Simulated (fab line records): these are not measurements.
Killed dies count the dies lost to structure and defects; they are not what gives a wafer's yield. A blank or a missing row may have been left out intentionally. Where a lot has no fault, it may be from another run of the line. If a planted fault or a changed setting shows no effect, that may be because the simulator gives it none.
Split-lot study / flow n5 finfet / 21 wafers read from 7 lots, route of 1938 steps

ABOUT THE SPLIT
At N5_BEOL_M11_COAT_63 (time 60 s, resist thk 100 nm), the setting spin rpm was moved away from the recipe's 1500 rpm on 6 of the 21 wafers read, by -9.2% to +11.1%. For the rest of the wafers, this setting stayed at what the recipe calls for.

FROM THE SPLIT TO THE READING: what the file shows between them, 6 steps
- N5_BEOL_M11_COAT_22: resist thk 90 nm (also split here: spin rpm)
- N5_BEOL_M11_PEB_26: peb time 60 s (also split here: peb time s)
- N5_BEOL_M11_DEVELOP_27: develop time 30 s
- N5_BEOL_M11_CD_MEAS_28: target cd 70 nm
- N5_BEOL_M11_DESCUM_33: chemistry O2, time 7.9 s
- N5_BEOL_M11_ETCH_65: etches SiARC in CF4, target depth 39 nm, time 65 s

THE READING
etch.depth nm (the simulator's own value, which no gauge read), in nm, at N5_BEOL_M11_ETCH_66 (etches SOC in N2/H2, target depth 120 nm, overetch 24 nm, time 180 s). No usual value for it is given in the file. Here, 15 wafers ran the recipe; their average is 100.06 nm with a standard deviation of 0.19 nm.

wafer=L074.1; tool, chamber at the split=litho track-01, 0; spin rpm as run, rpm=1500; against the recipe=recipe; etch.depth nm, nm=99.81; against lot-mates on the recipe=-
wafer=L074.3; tool, chamber at the split=litho track-01, 0; spin rpm as run, rpm=1437; against the recipe=-4.2%; etch.depth nm, nm=102.1; against lot-mates on the recipe=+2.14
wafer=L074.5; tool, chamber at the split=litho track-01, 0; spin rpm as run, rpm=1500; against the recipe=recipe; etch.depth nm, nm=100.1; against lot-mates on the recipe=-
wafer=L077.1; tool, chamber at the split=litho track-02, 0; spin rpm as run, rpm=1362; against the recipe=-9.2%; etch.depth nm, nm=105.5; against lot-mates on the recipe=+5.20
wafer=L077.2; tool, chamber at the split=litho track-02, 0; spin rpm as run, rpm=1500; against the recipe=recipe; etch.depth nm, nm=100.3; against lot-mates on the recipe=-
wafer=L077.4; tool, chamber at the split=litho track-02, 0; spin rpm as run, rpm=1362; against the recipe=-9.2%; etch.depth nm, nm=105.4; against lot-mates on the recipe=+5.10
wafer=L076.1; tool, chamber at the split=litho track-02, 0; spin rpm as run, rpm=1500; against the recipe=recipe; etch.depth nm, nm=100.1; against lot-mates on the recipe=-
wafer=L076.4; tool, chamber at the split=litho track-02, 0; spin rpm as run, rpm=1666; against the recipe=+11.1%; etch.depth nm, nm=94.7; against lot-mates on the recipe=-5.32
wafer=L076.6; tool, chamber at the split=litho track-02, 0; spin rpm as run, rpm=1500; against the recipe=recipe; etch.depth nm, nm=99.94; against lot-mates on the recipe=-
wafer=L079.1; tool, chamber at the split=litho track-04, 0; spin rpm as run, rpm=1500; against the recipe=recipe; etch.depth nm, nm=100.4; against lot-mates on the recipe=-
wafer=L079.2; tool, chamber at the split=litho track-04, 0; spin rpm as run, rpm=1500; against the recipe=recipe; etch.depth nm, nm=100.1; against lot-mates on the recipe=-
wafer=L079.6; tool, chamber at the split=litho track-04, 0; spin rpm as run, rpm=1436; against the recipe=-4.3%; etch.depth nm, nm=102.3; against lot-mates on the recipe=+2.05
wafer=L083.1; tool, chamber at the split=litho track-02, 0; spin rpm as run, rpm=1500; against the recipe=recipe; etch.depth nm, nm=100; against lot-mates on the recipe=-
wafer=L083.2; tool, chamber at the split=litho track-02, 0; spin rpm as run, rpm=1500; against the recipe=recipe; etch.depth nm, nm=99.86; against lot-mates on the recipe=-
wafer=L083.5; tool, chamber at the split=litho track-02, 0; spin rpm as run, rpm=1580; against the recipe=+5.3%; etch.depth nm, nm=97.37; against lot-mates on the recipe=-2.56
wafer=L086.2; tool, chamber at the split=litho track-02, 0; spin rpm as run, rpm=1500; against the recipe=recipe; etch.depth nm, nm=100.1; against lot-mates on the recipe=-
wafer=L086.3; tool, chamber at the split=litho track-02, 0; spin rpm as run, rpm=1500; against the recipe=recipe; etch.depth nm, nm=100.3; against lot-mates on the recipe=-
wafer=L086.6; tool, chamber at the split=litho track-02, 0; spin rpm as run, rpm=1500; against the recipe=recipe; etch.depth nm, nm=100.3; against lot-mates on the recipe=-
wafer=L087.1; tool, chamber at the split=litho track-01, 0; spin rpm as run, rpm=1500; against the recipe=recipe; etch.depth nm, nm=99.86; against lot-mates on the recipe=-
wafer=L087.3; tool, chamber at the split=litho track-01, 0; spin rpm as run, rpm=1500; against the recipe=recipe; etch.depth nm, nm=99.99; against lot-mates on the recipe=-
wafer=L087.6; tool, chamber at the split=litho track-01, 0; spin rpm as run, rpm=1500; against the recipe=recipe; etch.depth nm, nm=99.77; against lot-mates on the recipe=-

THE FIT
A straight line over all 21 wafers: etch.depth nm changes by -0.534 nm for each +1% of spin rpm; r = -0.99; the points scatter about the line by 0.26 nm.
The same after taking each lot's own level away (the mean of its wafers on the recipe; 21 wafers): -0.518 nm for each +1%; r = -1.00; scatter 0.18 nm.
Per that fit: largest spin rpm move, reading shift of 5.7 nm.
The lots' own levels span 99.873 to 100.300 nm, that is 2.2 times the standard deviation above.
The two slopes agree, so the slope changes little with the lot-to-lot level.
Check: -5.94 nm against its lot-mates is what the line predicts for one of the wafers moved furthest among these (+11.1%) when that wafer is left out of the fit. It came out at -5.32 nm against them.

FURTHER SPLITS ON THESE WAFERS
These wafers also went through other splits before the reading. Each is held against what the fit with the lots' levels taken away leaves over:
other split on the same wafers=N5_BEOL_M10_COAT_60 spin rpm; wafers away from the commonest value=3; r with etch.depth nm (lot level and that fit taken away)=-0.25
other split on the same wafers=N5_BEOL_M11_DESCUM_16 time s; wafers away from the commonest value=13; r with etch.depth nm (lot level and that fit taken away)=-0.47
other split on the same wafers=N5_BEOL_M11_COAT_22 spin rpm; wafers away from the commonest value=5; r with etch.depth nm (lot level and that fit taken away)=-0.29
other split on the same wafers=N5_BEOL_M11_PEB_26 peb time s; wafers away from the commonest value=10; r with etch.depth nm (lot level and that fit taken away)=-0.11

THE WHOLE CHAIN: every reading that the file lists as answering this split, in the file's order
step=N5_BEOL_M11_COAT_63; what it does=time 60 s, resist thk 100 nm; reading=SOC_of_BEOL_M11_COAT_63.thk nm (the simulator's own value, which no gauge read); change (the file's fit)=-0.499 nm for each +1% of the setting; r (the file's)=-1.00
step=N5_BEOL_M11_ETCH_66; what it does=etches SOC in N2/H2, target depth 120 nm, overetch 24 nm, time 180 s; reading=etch.depth nm (the simulator's own value, which no gauge read); change (the file's fit)=-0.506 nm for each +1% of the setting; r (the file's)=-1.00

FILE'S OWN FIT
etch.depth nm changes by -0.506 nm for each +1% of spin rpm, r = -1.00.
